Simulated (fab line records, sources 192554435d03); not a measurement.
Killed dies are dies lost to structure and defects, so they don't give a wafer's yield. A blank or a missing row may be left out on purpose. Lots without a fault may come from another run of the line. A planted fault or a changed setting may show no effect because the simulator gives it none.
Problem report in the 8D (eight disciplines) form, filled by code | flow n5_finfet | the parts of the form that need people (team, actions taken, sign-off) are left out

1. THE PROBLEM
trench_depth_nm at N5_BEOL_M9_OCD_MEAS_38 reads a mean of 123.6 nm on 1 wafer of 1 lot; wafers without a fault read 150.8 nm with a standard deviation of 2.3. That is -12 standard deviations from the usual mean.
First seen on wafer L249.3, day 14 22:13, on ocd-02. The record holds 29 wafers of 11 lots with a number at this step. Rule for "out", or "out of limits": more than 4 standard deviations from the usual mean. The other wafers with a number count as sound.

2. WHAT IT IS AND WHAT IT IS NOT
question                    | is                     | is not
which readings at this step | trench_depth_nm        | -
which lots                  | L249                   | L228, L230, L232, L236, L237, L239, L240, L243, L250, L251
which wafers of those lots  | all that have a number | -
read on which gauges        | ocd-02                 | ocd-01
when                        | from day 14 22:13      | up to then (23 sound wafers); but 5 sound wafers of L250, L251 came after

3. SUSPECTS, AND WHAT RULES EACH OUT
Counting: a tool at a process step up to the reading stays a suspect if it ran every lot that is out and no sound lot after the first of them.
- the gauge at N5_BEOL_M9_OCD_MEAS_38: ruled out. All the wafers that are out were read on ocd-02, but those of them that N5_BEOL_M9_TRENCH_ETCH_37 has rows for are out there too, on other tools.
- rie_diel-04 at N5_BEOL_M9_VIA_ETCH_34 (etches SiCOH lowk in C4F6/O2, target depth 182.4 nm, time 68.4 s): kept. It ran the lot that is out, L249 (day 14 21:56), and no sound lot after that; its last sound lot up to then is L243 (day 13 08:49).
- rie_diel-04 at N5_BEOL_M9_TRENCH_ETCH_37 (etches SiCOH lowk in C4F6/O2, target depth 151.43 nm, time 49 s): kept. It ran the lot that is out, L249 (day 14 22:03), and no sound lot after that; its last sound lot up to then is L243 (day 13 08:55). Its own readings are out on those wafers: bias_w, rf_vpp_V.
Left after counting: rie_diel-04 at N5_BEOL_M9_VIA_ETCH_34, rie_diel-04 at N5_BEOL_M9_TRENCH_ETCH_37.

4. THE CAUSE (what the simulator had put in)
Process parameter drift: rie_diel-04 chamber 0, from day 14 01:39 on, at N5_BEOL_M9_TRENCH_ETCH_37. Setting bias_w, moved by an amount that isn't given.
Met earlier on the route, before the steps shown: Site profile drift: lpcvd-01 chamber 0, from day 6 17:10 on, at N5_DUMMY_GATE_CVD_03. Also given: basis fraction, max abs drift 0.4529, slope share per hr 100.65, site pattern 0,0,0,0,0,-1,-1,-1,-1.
Counting left 2 suspects, and this tool is among them.

5. THE CHAIN OF EFFECTS, in route order
Each row: a reading whose mean over the struck wafers that have a number lies more than 3 standard deviations from the usual. Only readings for which the record gives a usual standard deviation are gone through. hours: the time from each lot's start at the first step in this table that gives one to its start at this step, as a median over the lots. sigmas: the change in usual standard deviations.
hours | step                      | reading             | usual        | on struck wafers | change | sigmas
0     | N5_BEOL_M9_TRENCH_ETCH_37 | bias_w              | 184.9 W      | 90.2             | -94.7  | -99 or more
0     | N5_BEOL_M9_TRENCH_ETCH_37 | rf_vpp_V            | 662 V        | 378              | -284   | -33
0     | N5_BEOL_M9_OCD_MEAS_38    | trench_depth_nm     | 150.8 nm     | 123.6            | -27.2  | -12
3     | N5_BEOL_M9_THK_MEAS_53    | M9_THK              | 139.2 nm     | 111.6            | -27.6  | -10
3     | N5_BEOL_M9_RS_MEAS_57     | M9_RS               | 0.151 ohm/sq | 0.193            | +0.042 | +13
58    | N5_PASSIVATION_PROBE_49   | killed_at_front_end | 39           | 330              | +291   | +21
58    | N5_PASSIVATION_PROBE_49   | killed_dies         | 100          | 386              | +286   | +17
58    | N5_PASSIVATION_PROBE_49   | killed_on_rim       | 14           | 152              | +138   | +34
The process steps in it:
- N5_BEOL_M9_TRENCH_ETCH_37: etches SiCOH lowk in C4F6/O2, target depth 151.43 nm, time 49 s.
- N5_PASSIVATION_PROBE_49

6. WHAT WOULD HAVE CAUGHT IT SOONER
In this record the first reading out of limits at a measuring or inspecting step was taken at day 14 22:13, 21 hours after the fault began at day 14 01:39.
The tool's own readings at N5_BEOL_M9_TRENCH_ETCH_37 were out on every struck wafer that the step has a row for (bias_w, rf_vpp_V): an alarm limit on them would have fired on the first of those.
All the lots that are out (1) had begun N5_BEOL_M9_TRENCH_ETCH_37 on rie_diel-04 by day 14 22:13. A hold on the tool at that time would have spared none of them.
